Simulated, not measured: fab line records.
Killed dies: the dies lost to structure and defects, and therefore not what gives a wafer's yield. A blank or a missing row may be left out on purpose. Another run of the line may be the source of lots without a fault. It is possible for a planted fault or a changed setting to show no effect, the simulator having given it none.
fab line records	flow n5_finfet
record: lots: 7	wafers: 21
route steps=1938 shown BEOL_M5@1161 BEOL_M6@1211 BEOL_M7@1267 BEOL_M9@1401
start_h: the number of hours between the record's first day and the start of the first shown wafer of the lot	wait_h: how many hours have passed since the lot's step before this one	" repeats the value in the row above	L1.1+2: several wafers, shown together as one row	- value missing, or start not given	* or withheld: withheld	< > ~ a bound
route shown NAME@n: names a module that has steps shown in the file, with the first one's number in the route	usual: the fault-free wafers' mean and standard deviation	same: alike in all rows	chamber/n: place in a boat	sites: per-site readings	_std_site: standard deviation across them	_edge_site: mean of outer sites minus mean of inner sites	radius_mm: for every site, how far away it sits from the centre of the wafer	mask NAME#n: copy n	behind: the last tool/chamber to shape the wafer	hold: the reason the lot was held/the length of the hold in hours/how it ended	device: the n, p or np transistor that did not switch	end of line: tests run on the same wafers once the route is complete	a step given without rows: its recipe and nothing more	killed: not the wafer's yield, but the dies lost to structure and defects at the first sort	map: shows each die of a wafer: x if killed, . if not, _ if none is there
set.NAME: the setting that was run; set.NAME@STEP: the one run at that earlier step	model.NAME: the simulator's own value behind a step, which no gauge read
lots with deliberately changed settings; one table per step, one row per wafer
== steps ==
step: N5_BEOL_M5_ETCH_41
recipe: chemistry: CH3F/O2	target: SiCN	target_depth_a: 315	taper_deg: 2	time_s: 56.7	ion_energy_ev: 120	mask_material: TiN	pressure_mtorr: 30	source_w: 395	bias_w: 75	Ar_flow_sccm: 150	CH3F_flow_sccm: 30	O2_flow_sccm: 20
usual: rf_vpp_V: 298.5/1.2
lot.wafer	tool	chamber	start_h	wait_h	set.source_w	rf_vpp_V	model.etch.depth_nm
L074.2	rie_diel-06	0	-	-	395	298.5	21.71
L074.3	"	1	"	"	395	297.6	21.68
L074.4	"	1	"	"	395	297.7	21.61
L077.3	rie_diel-03	1	-	-	416.3	292.7	21.81
L077.4	"	2	"	"	395	298.3	21.56
L077.6	"	2	"	"	416.3	294.7	21.98
L080.1	rie_diel-03	1	-	-	395	299.4	21.52
L080.3	"	2	"	"	395	299.9	21.48
L080.5	"	2	"	"	395	297.5	21.41
L082.1	rie_diel-03	2	-	-	395	297.6	21.26
L082.2	"	0	"	"	343.6	313.6	20.04
L082.3	"	1	"	"	395	298.3	21.03
L087.2	rie_diel-01	0	-	-	395	299.6	21.62
L087.5	"	2	"	"	395	298.3	21.66
L087.6	"	1	"	"	395	299.7	21.94
L095.2	rie_diel-01	3	-	-	419.6	290.0	22.3
L095.4	"	0	"	"	395	299.3	21.4
L095.5	"	3	"	"	419.6	290.1	22.27
L096.2	rie_diel-03	0	-	-	333.2	315.0	19.86
L096.4	"	1	"	"	333.2	315.8	19.92
L096.6	"	1	"	"	395	297.7	21.27
step: N5_BEOL_M5_STRIP_91
recipe: chemistry: N2/H2	time_s: 10	power_w: 450	temp_c: 40	pressure_mtorr: 20	rf_frequency_hz: 6e+07	bias_power_w: 7	n2_flow_sccm: 200	h2_flow_sccm: 200
step: N5_BEOL_M5_OCD_MEAS_38
usual: trench_depth_nm: 71.4/1.1
lot.wafer	tool	chamber	start_h	wait_h	set.time_s@BEOL_M5_TRENCH_ETCH_37	trench_depth_nm
L074.2	ocd-02	-	181.29	-	24.7	73.1
L074.3	"	-	"	"	24.7	72.5
L074.4	"	-	"	"	24.7	73.5
L077.3	ocd-02	-	181.80	-	28.58	82.3
L077.4	"	-	"	"	24.7	71.9
L077.6	"	-	"	"	24.7	71.7
L080.1	ocd-02	-	205.59	-	24.7	71.3
L080.3	"	-	"	"	29.51	84.6
L080.5	"	-	"	"	29.51	84.5
L082.1	ocd-02	-	214.79	-	28.24	81.5
L082.2	"	-	"	"	24.7	71.1
L082.3	"	-	"	"	24.7	71.9
L087.2	ocd-02	-	252.60	-	24.7	71.1
L087.5	"	-	"	"	24.7	71.9
L087.6	"	-	"	"	24.7	74.0
L095.2	ocd-01	-	308.15	-	24.7	72.8
L095.4	"	-	"	"	22.76	66.0
L095.5	"	-	"	"	22.76	67.5
L096.2	ocd-01	-	313.52	-	28.95	83.7
L096.4	"	-	"	"	24.7	70.6
L096.6	"	-	"	"	24.7	71.1
step: N5_BEOL_M5_HM_STRIP_39
recipe: chemistry: peroxide_tin_strip	material: TiN	target_depth_a: 250	temp_c: 50	time_s: 158
step: N5_BEOL_M5_SRD_40
recipe: time_s: 30	temp_c: 23	rinse_liquid: diw	dry: ipa_marangoni
step: N5_BEOL_M5_ECD_50
recipe: material: Cu	target_thk_a: 3000
step: N5_BEOL_M5_ANNEAL_51
recipe: temp_c: 225	time_s: 90	ambient: N2
step: N5_BEOL_M5_CMP_52
recipe: stop_on: SiCOH_lowk	t_overpolish_s: 6.9	down_force_psi: 1	platen_rpm: 50	clearing_platen_down_force_psi: 1.5	clearing_platen_rpm: 50	post_cmp_clean: cu_alkaline	target_thk_nm: 62	clearing_platen_pad_velocity_m_s: 0.99484	pad_velocity_m_s: 0.99484
lot.wafer	tool	chamber	start_h	wait_h	set.time_s@BEOL_M5_TRENCH_ETCH_37	model.Cu_of_BEOL_M5_ECD_50.thk_nm
L074.4+2	cmp-02	3,1	187.47	0.1	24.7	62.6
L074.3	"	0	"	"	24.7	62.8
L077.3	cmp-04	1	188.02	0.2	28.58	73
L077.4	"	3	"	"	24.7	62
L077.6	"	1	"	"	24.7	61.4
L080.1	cmp-02	3	211.87	0.5	24.7	62.4
L080.3	"	0	"	"	29.51	74.8
L080.5	"	3	"	"	29.51	74.6
L082.2	cmp-03	2	220.93	0.2	24.7	59.4
L082.3	"	3	"	"	24.7	59.6
L082.1	"	0	"	"	28.24	71.6
L087.2+5	cmp-03	2,3	260.47	0.2	24.7	60.6
L087.6	"	2	"	"	24.7	61.8
L095.2	cmp-04	2	314.69	0.2	24.7	62.6
L095.4	"	3	"	"	22.76	57.6
L095.5	"	2	"	"	22.76	57.8
L096.4	cmp-02	0	319.91	0.1	24.7	59.8
L096.2	"	1	"	"	28.95	72.2
L096.6	"	1	"	"	24.7	61.6
step: N5_BEOL_M5_THK_MEAS_53
recipe: thk_meas_gauge: xrf	reads: Cu_of_BEOL_M5_ECD_50
usual: M5_THK: 62.6/1.6
lot.wafer	tool	chamber	start_h	wait_h	set.time_s@BEOL_M5_TRENCH_ETCH_37	M5_THK[nm]
L074.2	film_metro-02	-	187.76	-	24.7	63.8
L074.3	"	-	"	"	24.7	63.9
L074.4	"	-	"	"	24.7	63.2
L077.3	film_metro-01	-	188.31	-	28.58	74.1
L077.4	"	-	"	"	24.7	63.4
L077.6	"	-	"	"	24.7	62.7
L080.1	film_metro-01	-	212.13	-	24.7	63.7
L080.3	"	-	"	"	29.51	76.5
L080.5	"	-	"	"	29.51	76.5
L082.1	film_metro-01	-	221.22	-	28.24	73.4
L082.2	"	-	"	"	24.7	60.8
L082.3	"	-	"	"	24.7	60.9
L087.2	film_metro-02	-	260.77	-	24.7	61.4
L087.5	"	-	"	"	24.7	61.9
L087.6	"	-	"	"	24.7	62.9
L095.2	film_metro-02	-	314.99	-	24.7	63.3
L095.4	"	-	"	"	22.76	58.3
L095.5	"	-	"	"	22.76	58.6
L096.2	film_metro-02	-	320.20	-	28.95	73.1
L096.4	"	-	"	"	24.7	60.4
L096.6	"	-	"	"	24.7	62.4
step: N5_BEOL_M5_PRE_CLEAN_77
recipe: gas: NH3/H2	time_s: 15	temp_c: *	rf_power_w: 300
step: N5_BEOL_M5_CO_CAP_78
recipe: material: Co	target_thk_a: 20	temp_c: 200	precursor: CCTBA/H2	pressure_torr: 30	time_s: 102.1
step: N5_BEOL_M5_PRE_CLEAN_55
recipe: gas: NH3	time_s: 15	temp_c: withheld	rf_power_w: 300
step: N5_BEOL_M5_DEP_56
recipe: material: SiCN	target_thk_a: 80	temp_c: withheld	precursor: 3MS/NH3	pressure_torr: 3	rf_w: 202	time_s: 14
step: N5_BEOL_M5_RS_MEAS_57
recipe: thk_meas_gauge: four-point-probe	reads: Co_of_BEOL_M5_CO_CAP_78+Cu_of_BEOL_M5_ECD_50+Co_of_BEOL_M5_CVD_47+TaN_of_BEOL_M5_ALD_86
usual: M5_RS: 0.391/0.012
lot.wafer	tool	chamber	start_h	wait_h	set.time_s@BEOL_M5_TRENCH_ETCH_37	M5_RS[ohm/sq]
L074.2	film_metro-02	-	188.02	0.1	24.7	0.383
L074.3	"	-	"	"	24.7	0.383
L074.4	"	-	"	"	24.7	0.382
L077.3	film_metro-01	-	188.69	0.1	28.58	0.318
L077.4	"	-	"	"	24.7	0.385
L077.6	"	-	"	"	24.7	0.391
L080.1	film_metro-01	-	212.55	0.1	24.7	0.383
L080.3	"	-	"	"	29.51	0.308
L080.5	"	-	"	"	29.51	0.310
L082.1	film_metro-02	-	221.58	0.1	28.24	0.326
L082.2	"	-	"	"	24.7	0.408
L082.3	"	-	"	"	24.7	0.405
L087.2	film_metro-01	-	261.03	0.1	24.7	0.398
L087.5	"	-	"	"	24.7	0.397
L087.6	"	-	"	"	24.7	0.389
L095.2	film_metro-01	-	315.30	0.1	24.7	0.382
L095.4	"	-	"	"	22.76	0.423
L095.5	"	-	"	"	22.76	0.421
L096.2	film_metro-01	-	320.46	0.1	28.95	0.322
L096.4	"	-	"	"	24.7	0.404
L096.6	"	-	"	"	24.7	0.390
step: N5_BEOL_M6_ETCH_61
recipe: chemistry: CF4	target: SiARC	target_depth_a: 455	mask_material: CAR-ArF	time_s: 75.8	ion_energy_ev: 80	pressure_mtorr: 40	source_w: 545	bias_w: 36	Ar_flow_sccm: 100	cf4_flow_sccm: 100	ends: cleared
usual: rf_vpp_V: 184.2/1.3
lot.wafer	tool	chamber	start_h	wait_h	set.bias_w	rf_vpp_V
L074.2	rie_diel-02	2	192.07	0.0	36	185.4
L074.3	"	1	"	"	36	183.6
L074.4	"	3	"	"	36	184.4
L077.3	rie_diel-04	1	192.13	0.0	36	182.8
L077.4	"	2	"	"	36	184.7
L077.6	"	2	"	"	39.57	196.7
L080.1	rie_diel-04	3	215.81	0.0	36	185.4
L080.3	"	2	"	"	36	185.1
L080.5	"	2	"	"	36	184.8
L082.1	rie_diel-02	2	223.60	0.0	36	186.1
L082.2	"	1	"	"	36	183.2
L082.3	"	3	"	"	37.93	190.2
L087.2	rie_diel-02	1	263.15	0.0	34.12	176.4
L087.5	"	3	"	"	36	185.4
L087.6	"	0	"	"	34.12	178.0
L095.2	rie_diel-02	2	319.71	0.0	42.06	205.9
L095.4	"	3	"	"	42.06	203.8
L095.5	"	2	"	"	36	185.5
L096.2	rie_diel-05	1	323.22	0.0	42.01	203.5
L096.4	"	0	"	"	42.01	202.7
L096.6	"	1	"	"	36	183.6
step: N5_BEOL_M6_COAT_22
recipe: resist: CAR-EUV	spin_rpm: 1500	resist_thk_nm: 30
lot.wafer	tool	chamber	start_h	wait_h	set.spin_rpm	model.CAR-EUV_of_BEOL_M6_COAT_22.thk_nm
L077.3+4	litho_track-03	0	-	-	1383	31.2
L077.6	"	0	"	"	1500	30
L074.2	litho_track-03	0	-	-	1500	30
L074.3+4	"	0	"	"	1500	30.2
L080.1+3	litho_track-04	0	-	-	1500	30
L080.5	"	0	"	"	1377	31.2
L082.1+2+3	litho_track-03	0	-	-	1500	30.2
L087.2	litho_track-05	0	-	-	1500	30
L087.5	"	0	"	"	1407	30.8
L087.6	"	0	"	"	1407	31
L095.2+5	litho_track-04	0	-	-	1500	30
L095.4	"	0	"	"	1432	30.6
L096.2+4	litho_track-03	0	-	-	1500	29.8
L096.6	"	0	"	"	1500	30
step: N5_BEOL_M6_EBR_24
recipe: solvent: PGMEA	ebr_width_mm: 1.5
step: N5_BEOL_M6_SOFTBAKE_23
recipe: temp_c: 110	time_s: 60	resist: CAR-EUV
step: N5_BEOL_M6_DESCUM_33
recipe: chemistry: O2	time_s: 7	source_power_w: 50	bias_power_w: 20	pressure_mtorr: 20	rf_frequency_hz: 2.712e+07	temp_c: 40	resist: CAR-EUV	o2_flow_sccm: 225
lot.wafer	tool	chamber	start_h	wait_h	set.spin_rpm@BEOL_M6_COAT_22	model.CAR-EUV_of_BEOL_M6_COAT_22.thk_nm
L077.3	rie_diel-04	0	194.23	0.1	1383	27.2
L077.4	"	3	"	"	1383	27.4
L077.6	"	2	"	"	1500	26
L074.2+3+4	rie_diel-05	3,0,1	194.62	0.1	1500	26.2
L080.1	rie_diel-05	0	217.98	0.0	1500	26.2
L080.3	"	2	"	"	1500	26
L080.5	"	3	"	"	1377	27.4
L082.1+2+3	rie_diel-02	1,3,2	224.61	0.1	1500	26.2
L087.2	rie_diel-02	0	266.06	0.0	1500	26
L087.5+6	"	1,2	"	"	1407	27
L095.2+5	rie_diel-02	0	322.41	0.0	1500	26
L095.4	"	3	"	"	1432	26.8
L096.2+4	rie_diel-05	1,2	324.07	0.0	1500	25.8
L096.6	"	0	"	"	1500	26
step: N5_BEOL_M7_HM_DEP_02
recipe: material: TiN	target_thk_a: 200	temp_c: 25	chamber_pressure_pa: 0.49996
lot.wafer	tool	chamber	start_h	wait_h	set.target_thk_a	model.TiN_of_BEOL_M7_HM_DEP_02.thk_nm
L077.3	pvd_sputter-02	-	198.17	0.3	222.2	21.8
L077.4	"	-	"	"	222.2	22
L077.6	"	-	"	"	200	19.8
L074.2+4	pvd_sputter-02	-	198.41	0.2	200	19.6
L074.3	"	-	"	"	200	19.4
L080.1+5	pvd_sputter-02	-	223.01	0.9	200	19.6
L080.3	"	-	"	"	189.1	18.6
L082.1	pvd_sputter-01	-	232.18	2.9	200	19.8
L082.2	"	-	"	"	200	20
L082.3	"	-	"	"	214.3	21.4
L087.2	pvd_sputter-02	-	270.93	0.7	174.6	17.6
L087.5+6	"	-	"	"	200	19.8
L095.2	pvd_sputter-03	-	329.13	2.8	200	20
L095.4	"	-	"	"	200	19.8
L095.5	"	-	"	"	209.1	21
L096.2+6	pvd_sputter-03	-	329.89	1.4	186.4	18.8
L096.4	"	-	"	"	186.4	18.6
step: N5_BEOL_M7_COAT_59
recipe: resist: SOC	temp_c: 250	time_s: 60	spin_rpm: 1500	resist_thk_nm: 100
step: N5_BEOL_M7_COAT_60
recipe: resist: SiARC	temp_c: 220	time_s: 60	spin_rpm: 1500	resist_thk_nm: 35
step: N5_BEOL_M7_STRIP_68
recipe: chemistry: N2/H2	temp_c: 40	n2_flow_sccm: 200	h2_flow_sccm: 200	rf_frequency_hz: 6e+07
step: N5_BEOL_M7_STRIP_67
recipe: chemistry: CF4	resist: SiARC	power_w: 300	bias_power_w: 75	pressure_mtorr: 50	cf4_flow_sccm: 150	rf_frequency_hz: 6e+07
step: N5_BEOL_M7_HM_OPEN_17
recipe: chemistry: Cl2/BCl3	target_depth_a: 200	overetch_a: 60	target: TiN	mask_material: SOC	ion_energy_ev: 150	pressure_mtorr: 10	icp_w: 1000	bias_w: 126	Cl2_flow_sccm: 53.25	bcl3_flow_sccm: 21.75	Ar_flow_sccm: 25
lot.wafer	tool	chamber	start_h	wait_h	set.target_thk_a@BEOL_M7_HM_DEP_02	model.etch.depth_nm
L077.3	rie_metal-03	0	199.10	0.1	222.2	21.81
L077.4	"	1	"	"	222.2	21.99
L077.6	"	0	"	"	200	19.73
L074.2	rie_metal-02	0	199.34	0.0	200	19.51
L074.3	"	1	"	"	200	19.41
L074.4	"	0	"	"	200	19.66
L080.1	rie_metal-01	0	223.87	0.0	200	19.61
L080.3	"	0	"	"	189.1	18.61
L080.5	"	1	"	"	200	19.57
L082.1	rie_metal-02	1	233.69	0.0	200	19.82
L082.2	"	0	"	"	200	20.08
L082.3	"	0	"	"	214.3	21.38
L087.2	rie_metal-01	1	271.82	0.0	174.6	17.59
L087.5	"	1	"	"	200	19.86
L087.6	"	0	"	"	200	19.81
L095.2	rie_metal-02	1	330.49	0.0	200	20.07
L095.4	"	1	"	"	200	19.75
L095.5	"	1	"	"	209.1	21.02
L096.2	rie_metal-03	1	331.02	0.0	186.4	18.7
L096.4	"	0	"	"	186.4	18.67
L096.6	"	0	"	"	186.4	18.83
step: N5_BEOL_M7_DESCUM_33
recipe: chemistry: O2	time_s: 7	source_power_w: 50	bias_power_w: 20	pressure_mtorr: 20	rf_frequency_hz: 2.712e+07	temp_c: 40	resist: CAR-EUV	o2_flow_sccm: 225
lot.wafer	tool	chamber	start_h	wait_h	set.time_s	model.CAR-EUV_of_BEOL_M7_COAT_22.thk_nm
L077.3+4+6	rie_diel-03	1,2,0	201.51	0.0	7	26
L074.2+3+4	rie_diel-01	3,2,1	201.67	0.0	7	26
L080.1+5	rie_diel-03	0	224.48	0.0	6.03	26.4
L080.3	"	2	"	"	7	26
L082.1+2	rie_diel-06	3,2	234.44	0.0	7	26
L082.3	"	0	"	"	8.31	25.4
L087.2+6	rie_diel-03	3,0	274.29	0.0	7	26
L087.5	"	3	"	"	5.993	26.4
L095.2+4	rie_diel-06	3,0	331.20	0.0	7.543	25.6
L095.5	"	2	"	"	7	26
L096.2	rie_diel-03	1	332.59	0.1	7	26
L096.4+6	"	2,3	"	"	7.908	25.6
step: N5_BEOL_M7_ETCH_72
recipe: chemistry: N2/H2	target: underlayer	target_depth_a: 65	mask_material: CAR-EUV	time_s: 5.2	ion_energy_ev: 200	pressure_mtorr: 30	source_w: 840	bias_w: 150	n2_flow_sccm: 200	h2_flow_sccm: 200	ends: cleared
lot.wafer	tool	chamber	start_h	wait_h	set.time_s@BEOL_M7_DESCUM_33	model.CAR-EUV_of_BEOL_M7_COAT_22.thk_nm
L077.3+4+6	rie_diel-03	1,2,0	201.54	0.0	7	20.4
L074.2+3+4	rie_diel-01	3,2,1	201.71	0.0	7	20.2
L080.1	rie_diel-03	0	224.51	0.0	6.03	20.8
L080.3	"	2	"	"	7	20.2
L080.5	"	0	"	"	6.03	20.6
L082.1+2	rie_diel-06	3,2	234.47	0.0	7	20.2
L082.3	"	0	"	"	8.31	19.8
L087.2+6	rie_diel-03	3,0	274.33	0.0	7	20.2
L087.5	"	3	"	"	5.993	20.8
L095.2	rie_diel-06	3	331.24	0.0	7.543	19.8
L095.4	"	0	"	"	7.543	20
L095.5	"	2	"	"	7	20.2
L096.2	rie_diel-03	1	332.62	0.0	7	20.4
L096.4	"	2	"	"	7.908	20
L096.6	"	3	"	"	7.908	19.8
step: N5_BEOL_M7_TRENCH_ETCH_37
recipe: chemistry: C4F6/O2	target_depth_a: 934.78	target: SiCOH_lowk	time_s: 31.2	ion_energy_ev: 250	pressure_mtorr: 30	source_w: 345	bias_w: 185	Ar_flow_sccm: 300	C4F6_flow_sccm: 10	O2_flow_sccm: 10
usual: rf_vpp_V: 667/6
lot.wafer	tool	chamber	start_h	wait_h	set.bias_w	rf_vpp_V
L077.3	rie_diel-03	1	-	-	166	615
L077.4	"	2	"	"	185	672
L077.6	"	0	"	"	166	619
L074.2	rie_diel-01	3	-	-	185	667
L074.3	"	2	"	"	185	671
L074.4	"	1	"	"	185	659
L080.1	rie_diel-03	0	-	-	185	673
L080.3	"	2	"	"	185	671
L080.5	"	0	"	"	216.2	762
L082.1	rie_diel-06	3	-	-	185	669
L082.2	"	2	"	"	185	653
L082.3	"	0	"	"	185	660
L087.2	rie_diel-03	3	-	-	213.8	746
L087.5	"	3	"	"	213.8	747
L087.6	"	0	"	"	185	671
L095.2	rie_diel-06	3	-	-	185	668
L095.4	"	0	"	"	167.8	612
L095.5	"	2	"	"	185	654
L096.2	rie_diel-03	1	-	-	185	672
L096.4	"	2	"	"	185	672
L096.6	"	3	"	"	185	666
step: N5_BEOL_M9_ILD_DEP_00
recipe: material: SiCOH_lowk	target_thk_a: 3085.1	temp_c: 300	precursor: DEMS/porogen	pressure_torr: 5	rf_w: 500	time_s: 58
lot.wafer	tool	chamber	start_h	wait_h	set.time_s	model.SiCOH_lowk_of_BEOL_M9_ILD_DEP_00.thk_nm
L077.3	pecvd-02	1	212.68	0.1	62.56	331.8
L077.4	"	0	"	"	58	310.6
L077.6	"	0	"	"	58	309.2
L074.2	pecvd-04	0	212.89	0.0	58	303.2
L074.3	"	0	"	"	58	303.8
L074.4	"	1	"	"	58	312.2
L080.1	pecvd-02	1	235.63	0.0	58	304.2
L080.3	"	0	"	"	55.6	293.4
L080.5	"	1	"	"	58	309.6
L082.1	pecvd-03	2	245.94	0.0	58	306
L082.2	"	1	"	"	55.62	290.6
L082.3	"	0	"	"	55.62	294.6
L087.2	pecvd-03	1	284.31	0.0	53.98	288
L087.5	"	0	"	"	53.98	293
L087.6	"	1	"	"	58	313.4
L095.2	pecvd-02	2	340.65	0.0	58	306.4
L095.4	"	1	"	"	63.32	335.8
L095.5	"	2	"	"	58	312
L096.2	pecvd-04	1	345.72	0.0	52.96	283.2
L096.4	"	1	"	"	58	313.2
L096.6	"	2	"	"	52.96	284.4
step: N5_BEOL_M9_CURE_71
recipe: temp_c: 385	time_s: 240	ambient: He/Ar	material: SiCOH_lowk
lot.wafer	tool	chamber	start_h	wait_h	set.time_s@BEOL_M9_ILD_DEP_00	model.SiCOH_lowk_of_BEOL_M9_ILD_DEP_00.thk_nm
L077.3	uv_cure-01	2	213.07	0.4	62.56	288.6
L077.4	"	2	"	"	58	269.8
L077.6	"	2	"	"	58	268.6
L074.2	uv_cure-02	0	213.18	0.3	58	263.2
L074.3	"	0	"	"	58	263.8
L074.4	"	0	"	"	58	271.2
L080.1	uv_cure-01	2	235.70	0.0	58	264.2
L080.3	"	2	"	"	55.6	254.6
L080.5	"	2	"	"	58	269
L082.1	uv_cure-03	0	246.02	0.0	58	265.8
L082.2	"	0	"	"	55.62	252.2
L082.3	"	0	"	"	55.62	255.8
L087.2	uv_cure-03	2	284.47	0.1	53.98	249.8
L087.5	"	2	"	"	53.98	254.2
L087.6	"	2	"	"	58	272.4
L095.2	uv_cure-02	0	341.18	0.5	58	266
L095.4	"	0	"	"	63.32	292.2
L095.5	"	0	"	"	58	271.2
L096.2	uv_cure-03	0	345.87	0.1	52.96	245.6
L096.4	"	0	"	"	58	272.2
L096.6	"	0	"	"	52.96	246.8
step: N5_BEOL_M9_THK_MEAS_01
recipe: reads: SiCOH_lowk_of_BEOL_M9_ILD_DEP_00
usual: M9_ILD_THK: 269/3.4
lot.wafer	tool	chamber	start_h	wait_h	set.time_s@BEOL_M9_ILD_DEP_00	M9_ILD_THK[nm]
L077.3	film_metro-01	-	213.42	0.3	62.56	289
L077.4	"	-	"	"	58	270
L077.6	"	-	"	"	58	269
L074.2	film_metro-02	-	213.61	0.4	58	263
L074.3	"	-	"	"	58	264
L074.4	"	-	"	"	58	271
L080.1	film_metro-01	-	236.22	0.4	58	264
L080.3	"	-	"	"	55.6	255
L080.5	"	-	"	"	58	269
L082.1	film_metro-01	-	246.53	0.4	58	266
L082.2	"	-	"	"	55.62	252
L082.3	"	-	"	"	55.62	256
L087.2	film_metro-01	-	284.90	0.4	53.98	250
L087.5	"	-	"	"	53.98	254
L087.6	"	-	"	"	58	272
L095.2	film_metro-01	-	341.62	0.4	58	266
L095.4	"	-	"	"	63.32	292
L095.5	"	-	"	"	58	271
L096.2	film_metro-01	-	346.31	0.4	52.96	246
L096.4	"	-	"	"	58	272
L096.6	"	-	"	"	52.96	247
== key ==
split: step: N5_BEOL_M5_ETCH_41	setting: source_w	stated: 395	by: wafer
response: step: N5_BEOL_M5_ETCH_41	reading: rf_vpp_V	change: -1.17	per: 1%	r: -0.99
response: step: N5_BEOL_M5_ETCH_41	reading: model.etch.depth_nm	change: +0.0899	per: 1%	r: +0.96
split: step: N5_BEOL_M6_ETCH_61	setting: bias_w	stated: 36	by: wafer
response: step: N5_BEOL_M6_ETCH_61	reading: rf_vpp_V	change: +1.19	per: 1%	r: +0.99
split: step: N5_BEOL_M6_COAT_22	setting: spin_rpm	stated: 1500	by: wafer
response: step: N5_BEOL_M6_COAT_22	reading: model.CAR-EUV_of_BEOL_M6_COAT_22.thk_nm	change: -0.147	per: 1%	r: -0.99
response: step: N5_BEOL_M6_DESCUM_33	reading: model.CAR-EUV_of_BEOL_M6_COAT_22.thk_nm	change: -0.164	per: 1%	r: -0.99
split: step: N5_BEOL_M7_HM_DEP_02	setting: target_thk_a	stated: 200	by: wafer
response: step: N5_BEOL_M7_HM_DEP_02	reading: model.TiN_of_BEOL_M7_HM_DEP_02.thk_nm	change: +0.188	per: 1%	r: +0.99
response: step: N5_BEOL_M7_HM_OPEN_17	reading: model.etch.depth_nm	change: +0.19	per: 1%	r: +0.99
split: step: N5_BEOL_M7_DESCUM_33	setting: time_s	stated: 7	by: wafer
response: step: N5_BEOL_M7_DESCUM_33	reading: model.CAR-EUV_of_BEOL_M7_COAT_22.thk_nm	change: -0.0315	per: 1%	r: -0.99
response: step: N5_BEOL_M7_ETCH_72	reading: model.CAR-EUV_of_BEOL_M7_COAT_22.thk_nm	change: -0.0326	per: 1%	r: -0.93
split: step: N5_BEOL_M7_TRENCH_ETCH_37	setting: bias_w	stated: 185	by: wafer
response: step: N5_BEOL_M7_TRENCH_ETCH_37	reading: rf_vpp_V	change: +5.15	per: 1%	r: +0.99
split: step: N5_BEOL_M9_ILD_DEP_00	setting: time_s	stated: 58	by: wafer
response: step: N5_BEOL_M9_ILD_DEP_00	reading: model.SiCOH_lowk_of_BEOL_M9_ILD_DEP_00.thk_nm	change: +3.1	per: 1%	r: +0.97
response: step: N5_BEOL_M9_CURE_71	reading: model.SiCOH_lowk_of_BEOL_M9_ILD_DEP_00.thk_nm	change: +2.75	per: 1%	r: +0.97
response: step: N5_BEOL_M9_THK_MEAS_01	reading: M9_ILD_THK	change: +2.75	per: 1%	r: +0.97
split outside_this_file step=N5_BEOL_M5_TRENCH_ETCH_37 setting=time_s
split outside_this_file: this setting was split too, and the file shows its column; the key of that split is in another file
